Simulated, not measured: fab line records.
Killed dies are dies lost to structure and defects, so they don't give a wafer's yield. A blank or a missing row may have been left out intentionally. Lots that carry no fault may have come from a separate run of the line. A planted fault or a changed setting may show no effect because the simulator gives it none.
Lot-split experiment :: flow n5-finfet :: 7 lots, 21 wafers read, on a route of 1938 steps

THE SPLIT ITSELF
At N5_BEOL_M3_COAT_05 (resist thk 30 nm), the setting spin-rpm was moved away from the recipe's 1500 rpm on 9 of the 21 wafers read, by -7.4% to +9.9%. This setting was run at the recipe's value on the other wafers.

FROM THE SPLIT TO THE READING: what the file shows between them, 4 steps
- N5_BEOL_M3_EBR_07
- N5_BEOL_M3_SOFTBAKE_06: time 60 s
- N5_BEOL_M3_EXPOSE_08: exposes mask M3
- N5_BEOL_M3_PEB_09: peb time 60 s

THE READING
CAR-EUV_of_BEOL_M3_COAT_05.thk-nm (the simulator's own value, which no gauge read), in nm, at N5_BEOL_M3_DEVELOP_10 (develop time 30 s). The file gives no usual value for it. Across the 12 wafers here that went through the recipe, the average is 29.6 nm and the standard deviation 0.075 nm.

wafer: L075.1
tool, chamber at the split: litho-track-01, 0
spin-rpm as run, rpm: 1500
against the recipe: recipe
CAR-EUV_of_BEOL_M3_COAT_05.thk-nm, nm: 29.4
against lot-mates on the recipe: -

wafer: L075.3
tool, chamber at the split: litho-track-01, 0
spin-rpm as run, rpm: 1500
against the recipe: recipe
CAR-EUV_of_BEOL_M3_COAT_05.thk-nm, nm: 29.6
against lot-mates on the recipe: -

wafer: L075.6
tool, chamber at the split: litho-track-01, 0
spin-rpm as run, rpm: 1500
against the recipe: recipe
CAR-EUV_of_BEOL_M3_COAT_05.thk-nm, nm: 29.6
against lot-mates on the recipe: -

wafer: L081.2
tool, chamber at the split: litho-track-02, 0
spin-rpm as run, rpm: 1500
against the recipe: recipe
CAR-EUV_of_BEOL_M3_COAT_05.thk-nm, nm: 29.6
against lot-mates on the recipe: -

wafer: L081.5
tool, chamber at the split: litho-track-02, 0
spin-rpm as run, rpm: 1557
against the recipe: +3.8%
CAR-EUV_of_BEOL_M3_COAT_05.thk-nm, nm: 29
against lot-mates on the recipe: -0.6

wafer: L081.6
tool, chamber at the split: litho-track-02, 0
spin-rpm as run, rpm: 1557
against the recipe: +3.8%
CAR-EUV_of_BEOL_M3_COAT_05.thk-nm, nm: 29
against lot-mates on the recipe: -0.6

wafer: L083.1
tool, chamber at the split: litho-track-01, 0
spin-rpm as run, rpm: 1500
against the recipe: recipe
CAR-EUV_of_BEOL_M3_COAT_05.thk-nm, nm: 29.6
against lot-mates on the recipe: -

wafer: L083.3
tool, chamber at the split: litho-track-01, 0
spin-rpm as run, rpm: 1500
against the recipe: recipe
CAR-EUV_of_BEOL_M3_COAT_05.thk-nm, nm: 29.6
against lot-mates on the recipe: -

wafer: L083.4
tool, chamber at the split: litho-track-01, 0
spin-rpm as run, rpm: 1500
against the recipe: recipe
CAR-EUV_of_BEOL_M3_COAT_05.thk-nm, nm: 29.6
against lot-mates on the recipe: -

wafer: L086.2
tool, chamber at the split: litho-track-01, 0
spin-rpm as run, rpm: 1500
against the recipe: recipe
CAR-EUV_of_BEOL_M3_COAT_05.thk-nm, nm: 29.6
against lot-mates on the recipe: -

wafer: L086.4
tool, chamber at the split: litho-track-01, 0
spin-rpm as run, rpm: 1389
against the recipe: -7.4%
CAR-EUV_of_BEOL_M3_COAT_05.thk-nm, nm: 30.8
against lot-mates on the recipe: +1.2

wafer: L086.6
tool, chamber at the split: litho-track-01, 0
spin-rpm as run, rpm: 1389
against the recipe: -7.4%
CAR-EUV_of_BEOL_M3_COAT_05.thk-nm, nm: 30.8
against lot-mates on the recipe: +1.2

wafer: L088.1
tool, chamber at the split: litho-track-04, 0
spin-rpm as run, rpm: 1549
against the recipe: +3.3%
CAR-EUV_of_BEOL_M3_COAT_05.thk-nm, nm: 29
against lot-mates on the recipe: no lot-mate on the recipe

wafer: L088.6
tool, chamber at the split: litho-track-04, 0
spin-rpm as run, rpm: 1549
against the recipe: +3.3%
CAR-EUV_of_BEOL_M3_COAT_05.thk-nm, nm: 29
against lot-mates on the recipe: no lot-mate on the recipe

wafer: L088.3
tool, chamber at the split: litho-track-04, 0
spin-rpm as run, rpm: 1549
against the recipe: +3.3%
CAR-EUV_of_BEOL_M3_COAT_05.thk-nm, nm: 29.2
against lot-mates on the recipe: no lot-mate on the recipe

wafer: L093.1
tool, chamber at the split: litho-track-01, 0
spin-rpm as run, rpm: 1500
against the recipe: recipe
CAR-EUV_of_BEOL_M3_COAT_05.thk-nm, nm: 29.4
against lot-mates on the recipe: -

wafer: L093.2
tool, chamber at the split: litho-track-01, 0
spin-rpm as run, rpm: 1648
against the recipe: +9.9%
CAR-EUV_of_BEOL_M3_COAT_05.thk-nm, nm: 28
against lot-mates on the recipe: -1.4

wafer: L093.4
tool, chamber at the split: litho-track-01, 0
spin-rpm as run, rpm: 1648
against the recipe: +9.9%
CAR-EUV_of_BEOL_M3_COAT_05.thk-nm, nm: 28
against lot-mates on the recipe: -1.4

wafer: L095.2
tool, chamber at the split: litho-track-02, 0
spin-rpm as run, rpm: 1500
against the recipe: recipe
CAR-EUV_of_BEOL_M3_COAT_05.thk-nm, nm: 29.6
against lot-mates on the recipe: -

wafer: L095.4
tool, chamber at the split: litho-track-02, 0
spin-rpm as run, rpm: 1500
against the recipe: recipe
CAR-EUV_of_BEOL_M3_COAT_05.thk-nm, nm: 29.6
against lot-mates on the recipe: -

wafer: L095.6
tool, chamber at the split: litho-track-02, 0
spin-rpm as run, rpm: 1500
against the recipe: recipe
CAR-EUV_of_BEOL_M3_COAT_05.thk-nm, nm: 29.6
against lot-mates on the recipe: -

FIT RESULTS
A straight line over all 21 wafers: CAR-EUV_of_BEOL_M3_COAT_05.thk-nm changes by -0.161 nm for each +1% of spin-rpm; r = -0.99; the points scatter about the line by 0.072 nm.
The same after taking each lot's own level away (the mean of its wafers on the recipe; 18 wafers): -0.151 nm for each +1%; r = -1.00; scatter 0.058 nm.
That fit puts the effect of the largest move of spin-rpm on the reading at 1.5 nm.
The lots' own levels span 29.40 to 29.60 nm, that is 2.7 times the standard deviation above.
The two slopes are in agreement: the lot-to-lot level therefore moves the slope only a little.
Check: -1.5 nm against its lot-mates is what the line predicts for one of the wafers moved furthest among these (+9.9%) when that wafer is left out of the fit. Against them it came out at -1.4 nm.

OTHER SPLITS APPLIED TO THESE WAFERS
Other splits were also applied to these wafers ahead of the reading. Each is held against what the fit with the lots' levels taken away leaves over:
other split on the same wafers: N5_BEOL_M3_COAT_61 spin-rpm
wafers away from the commonest value: 9
r with CAR-EUV_of_BEOL_M3_COAT_05.thk-nm (lot level and that fit taken away): -0.57

THE WHOLE CHAIN: every reading that the file lists as answering this split, in the file's order
step: N5_BEOL_M3_COAT_05
what it does: resist thk 30 nm
reading: CAR-EUV_of_BEOL_M3_COAT_05.thk-nm (the simulator's own value, which no gauge read)
change (the file's fit): -0.145 nm for each +1% of the setting
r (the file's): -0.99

step: N5_BEOL_M3_DEVELOP_10
what it does: develop time 30 s
reading: CAR-EUV_of_BEOL_M3_COAT_05.thk-nm (the simulator's own value, which no gauge read)
change (the file's fit): -0.15 nm for each +1% of the setting
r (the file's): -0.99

THE FILE'S OWN FIT
CAR-EUV_of_BEOL_M3_COAT_05.thk-nm changes by -0.15 nm for each +1% of spin-rpm, r = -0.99.
